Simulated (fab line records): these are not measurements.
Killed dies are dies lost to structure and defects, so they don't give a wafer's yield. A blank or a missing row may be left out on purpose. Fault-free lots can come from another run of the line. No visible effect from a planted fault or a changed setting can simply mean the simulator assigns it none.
Chamber matching + flow n5_finfet + rie_diel-06 running N5_BEOL_M12_ETCH_67: 4 sister chambers
The step etches SiARC in CF4, target depth 143 nm, time 238.3 s. 16 wafers are shown with their chamber, then 8 later ones without.

WAFERS WITH THEIR CHAMBER
| wafer  | chamber | drypump_motor_current_A (A) | showerhead_plenum_p_Torr (Torr) | throttle_valve_pct (%) |
|--------|---------|-----------------------------|---------------------------------|------------------------|
| L955.1 | 3       | 5.7                         | 2.13                            | 15.92                  |
| L955.5 | 3       | 5.8                         | 2.13                            | 15.93                  |
| L955.6 | 1       | 5.1                         | 2.14                            | 15.59                  |
| L954.1 | 1       | 5.2                         | 2.14                            | 15.60                  |
| L954.3 | 3       | 5.8                         | 2.13                            | 15.93                  |
| L954.5 | 3       | 5.8                         | 2.13                            | 15.92                  |
| L958.1 | 0       | 4.9                         | 2.09                            | 15.67                  |
| L958.3 | 3       | 5.8                         | 2.13                            | 15.94                  |
| L958.5 | 3       | 5.8                         | 2.13                            | 15.94                  |
| L959.2 | 0       | 4.9                         | 2.09                            | 15.66                  |
| L959.3 | 2       | 6.6                         | 2.19                            | 15.41                  |
| L959.5 | 1       | 5.2                         | 2.14                            | 15.60                  |
| L963.1 | 3       | 5.8                         | 2.12                            | 15.96                  |
| L963.3 | 1       | 5.2                         | 2.13                            | 15.62                  |
| L963.4 | 2       | 6.6                         | 2.19                            | 15.44                  |
| L962.2 | 3       | 5.8                         | 2.12                            | 15.97                  |

SIGNATURES (means of the wafers above)
| reading                  | chamber 0 | chamber 1 | chamber 2 | chamber 3 | scatter within a chamber |
|--------------------------|-----------|-----------|-----------|-----------|--------------------------|
| drypump_motor_current_A  | 4.900     | 5.175     | 6.600     | 5.787     | 0.0368                   |
| showerhead_plenum_p_Torr | 2.0900    | 2.1375    | 2.1900    | 2.1275    | 0.00433                  |
| throttle_valve_pct       | 15.6650   | 15.6025   | 15.4250   | 15.9388   | 0.0165                   |
Rule: for a wafer and a chamber, the distance is found by dividing, reading by reading, the gap between the wafer's reading and the chamber's mean by the reading's scatter, squaring, summing and taking the root. The wafer belongs to the nearest chamber; if the next one is less than 2 further off, it can't be placed. The scatter: the root of (the sum of the squares of (reading less its chamber's mean) over the shown wafers, divided by (wafers less chambers)).

WAFERS WITH NO CHAMBER GIVEN
| wafer  | drypump_motor_current_A (A) | showerhead_plenum_p_Torr (Torr) | throttle_valve_pct (%) |
|--------|-----------------------------|---------------------------------|------------------------|
| L962.3 | 6.6                         | 2.19                            | 15.45                  |
| L962.4 | 4.9                         | 2.08                            | 15.71                  |
| L969.1 | 4.9                         | 2.08                            | 15.72                  |
| L969.2 | 5.2                         | 2.13                            | 15.66                  |
| L969.4 | 5.8                         | 2.12                            | 15.99                  |
| L968.1 | 5.2                         | 2.13                            | 15.65                  |
| L968.3 | 6.6                         | 2.18                            | 15.47                  |
| L968.6 | 6.6                         | 2.18                            | 15.47                  |

CHAMBER TAKEN BY EACH
| wafer  | from the rows above | in truth |
|--------|---------------------|----------|
| L962.3 | 2                   | 2        |
| L962.4 | 0                   | 0        |
| L969.1 | 0                   | 0        |
| L969.2 | 1                   | 1        |
| L969.4 | 3                   | 3        |
| L968.1 | 1                   | 1        |
| L968.3 | 2                   | 2        |
| L968.6 | 2                   | 2        |
Placed correctly: 8 of 8. Can't be placed from these rows: 0. Wrongly placed: 0.
